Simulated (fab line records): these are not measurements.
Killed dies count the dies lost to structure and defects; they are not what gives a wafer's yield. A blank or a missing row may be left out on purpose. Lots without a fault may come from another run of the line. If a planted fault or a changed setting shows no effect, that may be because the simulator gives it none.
Which tool was responsible? -- flow nand harc -- 6 lots, 16 wafers sampled, at 1 step of a route of 1159

## WHAT THE GAUGES SHOWED, per wafer
NHARC_P_CONTACT_INSPECT_14.
lot,measured,on,raw defect count
L973,day 5 17:09,defect inspect-01,5 7 4
L977,day 6 20:54,defect inspect-02,3 6 2
L985,day 8 16:06,defect inspect-02,2
L987,day 8 16:52,defect inspect-02,3 3 1
L993,day 10 14:15,defect inspect-02,2 7 6
L995,day 11 01:13,defect inspect-02,2 3 3

## WHAT TOOL EACH LOT RAN ON (gives the tool, then ch and the chambers of the sampled wafers, and finally the start)
The record shows no process step preceding these readings.

## THE ANSWER, worked out from the rows above alone
Rule: usual is defined by the lots themselves. The widest of any qualifying gaps counts: lots, ordered by their means at a reading, are off when they make up no more than a third of the lots, leave a main group of 4 or more, and stand apart from it by 3 or more times the standard deviation of that group's means. Not used: any main group whose means are identical at the precision the tables above print for the reading. Also off: a lot with no number at a reading for which 4 or more lots have one. All remaining lots with rows at the step are treated as sound.
No lot is off at any reading shown: from this, nothing can be told.

## WHAT THE SIMULATOR PUT IN
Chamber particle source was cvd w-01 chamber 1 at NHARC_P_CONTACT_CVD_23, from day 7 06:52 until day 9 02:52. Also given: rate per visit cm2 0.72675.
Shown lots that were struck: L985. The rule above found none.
